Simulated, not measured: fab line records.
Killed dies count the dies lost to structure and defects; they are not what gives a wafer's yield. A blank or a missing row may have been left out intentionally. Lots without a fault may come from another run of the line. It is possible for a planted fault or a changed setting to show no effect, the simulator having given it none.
Chamber matching + flow n5 finfet + 4 sister chambers for N5_BEOL_M4_STRIP_36 on rie diel-05
The step strips in N2/H2. 14 wafers are shown with their chamber, then 7 later ones without.

== WAFERS, EACH WITH ITS CHAMBER ==
| wafer  | chamber | throttle valve pct (%) | drypump motor current A (A) | oes product au (a.u.) |
|--------|---------|------------------------|-----------------------------|-----------------------|
| L087.1 | 2       | 23.78                  | 5.6                         | 0.71                  |
| L087.2 | 0       | 23.62                  | 5.4                         | 0.78                  |
| L087.5 | 2       | 23.82                  | 5.7                         | 0.71                  |
| L086.2 | 2       | 23.78                  | 5.7                         | 0.72                  |
| L086.4 | 0       | 23.58                  | 5.4                         | 0.80                  |
| L086.5 | 1       | 23.28                  | 6.2                         | 0.89                  |
| L076.3 | 0       | 23.59                  | 5.4                         | 0.81                  |
| L076.4 | 3       | 23.13                  | 5.6                         | 0.86                  |
| L076.6 | 0       | 23.60                  | 5.4                         | 0.82                  |
| L088.2 | 2       | 23.82                  | 5.6                         | 0.72                  |
| L088.3 | 3       | 23.12                  | 5.5                         | 0.86                  |
| L088.6 | 3       | 23.15                  | 5.5                         | 0.84                  |
| L093.2 | 1       | 23.33                  | 6.2                         | 0.86                  |
| L093.4 | 3       | 23.14                  | 5.6                         | 0.83                  |

SIGNATURES (averages over the wafers above)
| reading                 | chamber 0 | chamber 1 | chamber 2 | chamber 3 | scatter within a chamber |
|-------------------------|-----------|-----------|-----------|-----------|--------------------------|
| throttle valve pct      | 23.5975   | 23.3050   | 23.8000   | 23.1350   | 0.0206                   |
| drypump motor current A | 5.400     | 6.200     | 5.650     | 5.550     | 0.0447                   |
| oes product au          | 0.8025    | 0.8750    | 0.7150    | 0.8475    | 0.0145                   |
Rule: a wafer's distance from a chamber is the root of the sum, over the readings, of the square of ((its reading less the chamber's mean) divided by the reading's scatter). If the next closest chamber is less than 2 further off than the closest, the wafer can't be placed; otherwise it belongs to the closest. How the scatter is found: for the shown wafers, subtract from each reading the mean of its chamber, square and add these, divide the total by (wafers less chambers), then take the root.

== WAFERS WITH NO CHAMBER GIVEN ==
| wafer  | throttle valve pct (%) | drypump motor current A (A) | oes product au (a.u.) |
|--------|------------------------|-----------------------------|-----------------------|
| L093.6 | 23.15                  | 5.5                         | 0.84                  |
| L094.1 | 23.81                  | 5.7                         | 0.72                  |
| L094.3 | 23.14                  | 5.6                         | 0.84                  |
| L094.4 | 23.34                  | 6.2                         | 0.88                  |
| L097.1 | 23.11                  | 5.6                         | 0.83                  |
| L097.5 | 23.33                  | 6.2                         | 0.88                  |
| L097.6 | 23.59                  | 5.4                         | 0.79                  |

== THE CHAMBER EACH PASSED THROUGH ==
| wafer  | from the rows above | in truth |
|--------|---------------------|----------|
| L093.6 | 3                   | 3        |
| L094.1 | 2                   | 2        |
| L094.3 | 3                   | 3        |
| L094.4 | 1                   | 1        |
| L097.1 | 3                   | 3        |
| L097.5 | 1                   | 1        |
| L097.6 | 0                   | 0        |
Placed correctly: 7 of 7. Left unplaced by these rows: 0. 0 placed wrongly.
